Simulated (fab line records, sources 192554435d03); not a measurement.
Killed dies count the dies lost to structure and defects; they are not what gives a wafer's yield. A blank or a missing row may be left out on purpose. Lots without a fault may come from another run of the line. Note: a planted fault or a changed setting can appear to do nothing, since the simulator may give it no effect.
Chamber matching    flow n5Finfet    N5_BEOL_M4_PRE_CLEAN_60 on cvdCo-01: 3 sister chambers
The step time 15 s. 3 wafers are shown with their chamber, then 12 later ones without.

## WAFERS PAIRED WITH THEIR CHAMBERS
wafer   chamber  heaterPowerW (W)
L094.1  1        138
L094.2  2        70
L094.3  0        73

## WAFERS WITH NO CHAMBER GIVEN
wafer   heaterPowerW (W)
L094.4  73
L094.5  70
L094.6  137
L095.1  141
L095.5  67
L095.6  143
L096.3  72
L096.5  71
L096.6  70
L097.1  68
L097.3  69
L097.5  74

## WHICH CHAMBER EACH WENT THROUGH
wafer   from the rows above      in truth
L094.4  can't be placed: 0 or 2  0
L094.5  can't be placed: 2 or 0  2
L094.6  1                        1
L095.1  1                        1
L095.5  can't be placed: 2 or 0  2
L095.6  1                        1
L096.3  can't be placed: 0 or 2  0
L096.5  can't be placed: 2 or 0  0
L096.6  can't be placed: 2 or 0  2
L097.1  can't be placed: 2 or 0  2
L097.3  can't be placed: 2 or 0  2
L097.5  can't be placed: 0 or 2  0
Placed correctly: 3 of 12. Not placeable from these rows: 9 (in 9, the candidates include the true chamber). Wrongly placed: 0.
How it was worked out, from the rows above alone: a wafer's distance from a chamber is the root of the sum, over the readings, of the square of ((its reading less the chamber's mean) divided by the reading's scatter). If the next closest chamber is less than 2 further off than the closest, the wafer can't be placed; otherwise it belongs to the closest. Each chamber's mean is taken over the wafers shown for it. The scatter: with one shown wafer a chamber, the root of the mean of the squares of how far each hidden wafer lies from its nearest shown one.
